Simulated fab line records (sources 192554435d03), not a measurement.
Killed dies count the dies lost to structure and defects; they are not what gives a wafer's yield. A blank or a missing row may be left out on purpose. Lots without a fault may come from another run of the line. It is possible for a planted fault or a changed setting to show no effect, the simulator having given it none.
Which tool was responsible? || flow n5 finfet || Sampling: 10 lots, 30 wafers, 4 of 1938 route steps

WHAT EACH GAUGE READ, for each wafer
N5_BEOL_M13_CD_MEAS_17: target cd 190 nm.
{"lot": "L634", "measured": "day 10 14:32", "on": "cd sem-02", "cd nm (nm)": "191.6 193.1 191.6"}
{"lot": "L636", "measured": "day 11 01:39", "on": "cd sem-03", "cd nm (nm)": "189.0 189.4 188.8"}
{"lot": "L635", "measured": "day 11 17:32", "on": "cd sem-02", "cd nm (nm)": "189.3 189.6 190.0"}
{"lot": "L645", "measured": "day 14 14:03", "on": "cd sem-01", "cd nm (nm)": "189.5 188.7 189.3"}
{"lot": "L646", "measured": "day 14 18:52", "on": "cd sem-03", "cd nm (nm)": "188.9 189.7 189.9"}
{"lot": "L649", "measured": "day 14 18:58", "on": "cd sem-02", "cd nm (nm)": "189.3 190.0 189.5"}
{"lot": "L650", "measured": "day 15 07:59", "on": "cd sem-03", "cd nm (nm)": "190.9 190.6 191.5"}
{"lot": "L653", "measured": "day 15 16:51", "on": "cd sem-02", "cd nm (nm)": "191.4 191.7 191.0"}
{"lot": "L655", "measured": "day 16 19:46", "on": "cd sem-03", "cd nm (nm)": "190.5 188.5 189.3"}
{"lot": "L657", "measured": "day 17 11:20", "on": "cd sem-03", "cd nm (nm)": "189.9 191.5 191.5"}

N5_BEOL_M13_INSPECT_55: inspects for defects (darkfield).
{"lot": "L634", "measured": "day 10 19:19", "on": "defect inspect-01", "raw defect count": "55 41 37"}
{"lot": "L636", "measured": "day 11 09:55", "on": "defect inspect-02", "raw defect count": "77 103 85"}
{"lot": "L635", "measured": "day 11 22:50", "on": "defect inspect-01", "raw defect count": "130 81 73"}
{"lot": "L645", "measured": "day 14 17:55", "on": "defect inspect-02", "raw defect count": "93 78 89"}
{"lot": "L646", "measured": "day 14 22:56", "on": "defect inspect-02", "raw defect count": "118 67 130"}
{"lot": "L649", "measured": "day 15 01:26", "on": "defect inspect-02", "raw defect count": "84 68 77"}
{"lot": "L650", "measured": "day 15 12:34", "on": "defect inspect-01", "raw defect count": "74 61 53"}
{"lot": "L653", "measured": "day 15 21:37", "on": "defect inspect-01", "raw defect count": "132 100 111"}
{"lot": "L655", "measured": "day 17 00:14", "on": "defect inspect-01", "raw defect count": "117 54 59"}
{"lot": "L657", "measured": "day 17 15:55", "on": "defect inspect-01", "raw defect count": "34 55 37"}

WHICH TOOL RAN EACH LOT (tool, then ch and the chambers of the sampled wafers, then the start)
{"lot": "L634", "N5_BEOL_M13_DESCUM_33": "rie diel-03 ch 0,1,3, day 10 15:04", "N5_BEOL_M13_CMP_49": "cmp-04 ch 0,1,2, day 10 18:52"}
{"lot": "L636", "N5_BEOL_M13_DESCUM_33": "rie diel-05 ch 1,2, day 11 02:11", "N5_BEOL_M13_CMP_49": "cmp-03 ch 1,2,3, day 11 09:33"}
{"lot": "L635", "N5_BEOL_M13_DESCUM_33": "rie diel-03 ch 1,2, day 11 17:56", "N5_BEOL_M13_CMP_49": "cmp-03 ch 0,1,3, day 11 22:27"}
{"lot": "L645", "N5_BEOL_M13_DESCUM_33": "rie diel-06 ch 0,1,2, day 14 14:35", "N5_BEOL_M13_CMP_49": "cmp-03 ch 0,1,3, day 14 17:28"}
{"lot": "L646", "N5_BEOL_M13_DESCUM_33": "rie diel-03 ch 0,1, day 14 19:17", "N5_BEOL_M13_CMP_49": "cmp-03 ch 1,2,3, day 14 22:36"}
{"lot": "L649", "N5_BEOL_M13_DESCUM_33": "rie diel-06 ch 0,1,3, day 14 19:30", "N5_BEOL_M13_CMP_49": "cmp-01 ch 0,1,3, day 15 01:01"}
{"lot": "L650", "N5_BEOL_M13_DESCUM_33": "rie diel-03 ch 0,1,2, day 15 08:23", "N5_BEOL_M13_CMP_49": "cmp-04 ch 1,2,3, day 15 12:07"}
{"lot": "L653", "N5_BEOL_M13_DESCUM_33": "rie diel-06 ch 1,3, day 15 17:20", "N5_BEOL_M13_CMP_49": "cmp-01 ch 0,2,3, day 15 21:12"}
{"lot": "L655", "N5_BEOL_M13_DESCUM_33": "rie diel-05 ch 0,3, day 16 20:22", "N5_BEOL_M13_CMP_49": "cmp-01 ch 1,3, day 16 23:49"}
{"lot": "L657", "N5_BEOL_M13_DESCUM_33": "rie diel-03 ch 0,2, day 17 12:23", "N5_BEOL_M13_CMP_49": "cmp-04 ch 0,2,3, day 17 15:29"}
- N5_BEOL_M13_DESCUM_33: chemistry O2, time 7.9 s.
- N5_BEOL_M13_CMP_49: polishes, stops on SiOC, t overpolish 17.1 s, target thk 420 nm.

WHAT THE TOOLS THEMSELVES READ (means of the sampled wafers that have a number; where no wafer has one, the mark that the record gives instead)
N5_BEOL_M13_DESCUM_33.
{"lot": "L634", "tool": "rie diel-03", "drypump motor current A (A)": 5.6, "oes product au (a.u.)": 0.81, "rf vpp V (V)": 242.5, "showerhead plenum p Torr (Torr)": 2.08, "throttle valve pct (%)": 20.35}
{"lot": "L636", "tool": "rie diel-05", "drypump motor current A (A)": 5.5, "oes product au (a.u.)": 0.81, "rf vpp V (V)": 243.3, "showerhead plenum p Torr (Torr)": 2.07, "throttle valve pct (%)": 20.54}
{"lot": "L635", "tool": "rie diel-03", "drypump motor current A (A)": 5.3, "oes product au (a.u.)": 0.76, "rf vpp V (V)": 244.1, "showerhead plenum p Torr (Torr)": 2.12, "throttle valve pct (%)": 20.23}
{"lot": "L645", "tool": "rie diel-06", "drypump motor current A (A)": 5.6, "oes product au (a.u.)": 0.77, "rf vpp V (V)": 243.6, "showerhead plenum p Torr (Torr)": 2.13, "throttle valve pct (%)": 20.52}
{"lot": "L646", "tool": "rie diel-03", "drypump motor current A (A)": 5.5, "oes product au (a.u.)": 0.80, "rf vpp V (V)": 243.0, "showerhead plenum p Torr (Torr)": 2.08, "throttle valve pct (%)": 20.26}
{"lot": "L649", "tool": "rie diel-06", "drypump motor current A (A)": 5.4, "oes product au (a.u.)": 0.82, "rf vpp V (V)": 243.4, "showerhead plenum p Torr (Torr)": 2.11, "throttle valve pct (%)": 20.48}
{"lot": "L650", "tool": "rie diel-03", "drypump motor current A (A)": 5.7, "oes product au (a.u.)": 0.76, "rf vpp V (V)": 243.6, "showerhead plenum p Torr (Torr)": 2.09, "throttle valve pct (%)": 20.25}
{"lot": "L653", "tool": "rie diel-06", "drypump motor current A (A)": 5.5, "oes product au (a.u.)": 0.86, "rf vpp V (V)": 243.7, "showerhead plenum p Torr (Torr)": 2.15, "throttle valve pct (%)": 20.35}
{"lot": "L655", "tool": "rie diel-05", "drypump motor current A (A)": 5.1, "oes product au (a.u.)": 0.85, "rf vpp V (V)": 243.6, "showerhead plenum p Torr (Torr)": 2.06, "throttle valve pct (%)": 20.35}
{"lot": "L657", "tool": "rie diel-03", "drypump motor current A (A)": 5.9, "oes product au (a.u.)": 0.71, "rf vpp V (V)": 243.4, "showerhead plenum p Torr (Torr)": 2.11, "throttle valve pct (%)": 20.24}

N5_BEOL_M13_CMP_49.
{"lot": "L634", "tool": "cmp-04", "barrier field endpoint s (s)": 30.7, "clearing platen down force psi (psi)": 1.4988, "edge zone pressure frac": 1.000, "head pressure psi (psi)": 1.0013, "motor current A (A)": 6.0, "overpolish run s (s)": 17.097, "platen rpm (rpm)": 49.99, "slurry filter dp kPa (kPa)": 13.57}
{"lot": "L636", "tool": "cmp-03", "barrier field endpoint s (s)": 31.5, "clearing platen down force psi (psi)": 1.5012, "edge zone pressure frac": 0.995, "head pressure psi (psi)": 1.0003, "motor current A (A)": 6.5, "overpolish run s (s)": 17.094, "platen rpm (rpm)": 49.97, "slurry filter dp kPa (kPa)": 13.41}
{"lot": "L635", "tool": "cmp-03", "barrier field endpoint s (s)": 31.5, "clearing platen down force psi (psi)": 1.4997, "edge zone pressure frac": 0.998, "head pressure psi (psi)": 0.9989, "motor current A (A)": 6.3, "overpolish run s (s)": 17.103, "platen rpm (rpm)": 50.00, "slurry filter dp kPa (kPa)": 13.56}
{"lot": "L645", "tool": "cmp-03", "barrier field endpoint s (s)": 29.1, "clearing platen down force psi (psi)": 1.4999, "edge zone pressure frac": 0.997, "head pressure psi (psi)": 1.0545, "motor current A (A)": 6.3, "overpolish run s (s)": 17.098, "platen rpm (rpm)": 49.99, "slurry filter dp kPa (kPa)": 13.50}
{"lot": "L646", "tool": "cmp-03", "barrier field endpoint s (s)": 29.2, "clearing platen down force psi (psi)": 1.4996, "edge zone pressure frac": 1.002, "head pressure psi (psi)": 1.0537, "motor current A (A)": 6.4, "overpolish run s (s)": 17.105, "platen rpm (rpm)": 50.00, "slurry filter dp kPa (kPa)": 13.45}
{"lot": "L649", "tool": "cmp-01", "barrier field endpoint s (s)": 30.3, "clearing platen down force psi (psi)": 1.5020, "edge zone pressure frac": 1.003, "head pressure psi (psi)": 0.9998, "motor current A (A)": 6.1, "overpolish run s (s)": 17.092, "platen rpm (rpm)": 50.00, "slurry filter dp kPa (kPa)": 13.57}
{"lot": "L650", "tool": "cmp-04", "barrier field endpoint s (s)": 30.3, "clearing platen down force psi (psi)": 1.4989, "edge zone pressure frac": 1.001, "head pressure psi (psi)": 1.0010, "motor current A (A)": 6.0, "overpolish run s (s)": 17.095, "platen rpm (rpm)": 50.00, "slurry filter dp kPa (kPa)": 13.49}
{"lot": "L653", "tool": "cmp-01", "barrier field endpoint s (s)": 29.9, "clearing platen down force psi (psi)": 1.5014, "edge zone pressure frac": 0.999, "head pressure psi (psi)": 1.0018, "motor current A (A)": 6.1, "overpolish run s (s)": 17.101, "platen rpm (rpm)": 49.99, "slurry filter dp kPa (kPa)": 13.48}
{"lot": "L655", "tool": "cmp-01", "barrier field endpoint s (s)": 30.7, "clearing platen down force psi (psi)": 1.5001, "edge zone pressure frac": 1.001, "head pressure psi (psi)": 1.0018, "motor current A (A)": 5.8, "overpolish run s (s)": 17.099, "platen rpm (rpm)": 50.01, "slurry filter dp kPa (kPa)": 13.50}
{"lot": "L657", "tool": "cmp-04", "barrier field endpoint s (s)": 30.4, "clearing platen down force psi (psi)": 1.4984, "edge zone pressure frac": 0.998, "head pressure psi (psi)": 1.0015, "motor current A (A)": 5.9, "overpolish run s (s)": 17.100, "platen rpm (rpm)": 50.02, "slurry filter dp kPa (kPa)": 13.46}

THE ANSWER, worked out from the rows above alone
Rule: the usual values come from the lots themselves. Put in order of their means at a reading, lots are off if they are a third of the lots or fewer, leave a main group of 4 or more, and stand apart from it by a gap of 3 or more times the standard deviation of the main group's means; of several such gaps the widest counts. The tables above print the reading to a certain number of digits; a main group whose means all agree to those digits is not used. Also off: a lot with no number at a reading for which 4 or more lots have one. Where the step has rows for the other lots, those lots are counted as sound. After the gauges, taken in route order, come the tools' own readings; for these a lot's mean is taken, as printed above. The first step at which some lot is off is used, and at that step the reading that is off furthest; a lot without a number counts as furthest.
Off: L645, L646 (N5_BEOL_M13_CMP_49, head pressure psi). The main group: mean 1.0008 psi, standard deviation 0.00098.
A tool fits if, at that step or a process step before it, it ran every lot that is off, and no sound lot after the first of them. One fits: cmp-03 at N5_BEOL_M13_CMP_49. A fault onset in the window from L635 (day 11 22:27, its last sound lot) to L645 (day 14 17:28, its first lot off) fits.
The tool's own readings at N5_BEOL_M13_CMP_49 bear it out: on the lots that are off they differ by more than 5 times the standard deviation of the sound lots' means. head pressure psi reads 1.0541 psi there against 1.0008 psi on the sound lots.

WHAT THE SIMULATOR HAD INSERTED
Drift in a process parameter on cmp-03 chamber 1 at N5_BEOL_M13_CMP_49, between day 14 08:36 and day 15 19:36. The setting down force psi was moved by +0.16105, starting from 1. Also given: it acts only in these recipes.
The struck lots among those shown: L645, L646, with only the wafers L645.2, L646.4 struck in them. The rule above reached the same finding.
